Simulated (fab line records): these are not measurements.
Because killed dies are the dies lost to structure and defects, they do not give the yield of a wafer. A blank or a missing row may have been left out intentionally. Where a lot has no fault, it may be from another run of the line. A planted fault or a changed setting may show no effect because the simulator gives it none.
Chamber matching :: flow nand harc :: NHARC_A_BONDPAD_CMP_19 on cmp-04 has 4 sister chambers
The step polishes, t overpolish 30 s, cu recess touch 16 s, target thk 169.82 nm. 14 wafers are shown with their chamber, then 7 later ones without.

## EACH WAFER AND ITS CHAMBER
wafer: L456.1
chamber: 1
motor current A (A): 14.6
overpolish run s (s): 30.003

wafer: L456.2
chamber: 0
motor current A (A): 12.7
overpolish run s (s): 30.001

wafer: L456.3
chamber: 3
motor current A (A): 11.8
overpolish run s (s): 30.005

wafer: L465.2
chamber: 2
motor current A (A): 13.6
overpolish run s (s): 30.004

wafer: L465.3
chamber: 1
motor current A (A): 14.2
overpolish run s (s): 30.007

wafer: L465.5
chamber: 1
motor current A (A): 13.1
overpolish run s (s): 29.994

wafer: L467.1
chamber: 3
motor current A (A): 11.6
overpolish run s (s): 29.985

wafer: L467.2
chamber: 2
motor current A (A): 13.1
overpolish run s (s): 30.001

wafer: L467.4
chamber: 1
motor current A (A): 13.7
overpolish run s (s): 30.012

wafer: L471.1
chamber: 1
motor current A (A): 14.1
overpolish run s (s): 30.012

wafer: L471.3
chamber: 0
motor current A (A): 12.8
overpolish run s (s): 30.028

wafer: L471.5
chamber: 0
motor current A (A): 12.9
overpolish run s (s): 30.002

wafer: L475.2
chamber: 2
motor current A (A): 14.0
overpolish run s (s): 30.006

wafer: L475.3
chamber: 3
motor current A (A): 11.6
overpolish run s (s): 29.996

SIGNATURES (means of the wafers above)
reading: motor current A
chamber 0: 12.800
chamber 1: 13.940
chamber 2: 13.567
chamber 3: 11.667
scatter within a chamber: 0.418

reading: overpolish run s
chamber 0: 30.01033
chamber 1: 30.00560
chamber 2: 30.00367
chamber 3: 29.99533
scatter within a chamber: 0.00952
Rule: for a wafer and a chamber, the distance is found by dividing, reading by reading, the gap between the wafer's reading and the chamber's mean by the reading's scatter, squaring, summing and taking the root. The wafer belongs to the nearest chamber; if the next one is less than 2 further off, it can't be placed. The scatter is the square root of a quotient: the sum, over the shown wafers, of each reading's squared deviation from its chamber's mean, divided by wafers minus chambers.

## WAFERS WITH NO CHAMBER GIVEN
wafer: L475.5
motor current A (A): 11.8
overpolish run s (s): 30.000

wafer: L474.3
motor current A (A): 13.2
overpolish run s (s): 30.006

wafer: L474.5
motor current A (A): 12.6
overpolish run s (s): 29.999

wafer: L474.6
motor current A (A): 11.9
overpolish run s (s): 30.001

wafer: L476.2
motor current A (A): 14.2
overpolish run s (s): 29.984

wafer: L476.3
motor current A (A): 12.8
overpolish run s (s): 29.996

wafer: L476.4
motor current A (A): 13.5
overpolish run s (s): 30.005

## WHICH CHAMBER EACH WENT THROUGH
wafer: L475.5
from the rows above: 3
in truth: 3

wafer: L474.3
from the rows above: can't be placed: 2 or 0 or 1
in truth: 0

wafer: L474.5
from the rows above: can't be placed: 0 or 3 or 2 or 1
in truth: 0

wafer: L474.6
from the rows above: can't be placed: 3 or 0
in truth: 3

wafer: L476.2
from the rows above: can't be placed: 1 or 2 or 0
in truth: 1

wafer: L476.3
from the rows above: can't be placed: 0 or 2 or 3 or 1
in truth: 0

wafer: L476.4
from the rows above: can't be placed: 2 or 1 or 0
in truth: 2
1 of 7 placed correctly. Not placeable from these rows: 6 (in 6, the candidates include the true chamber). Placed wrongly: 0.
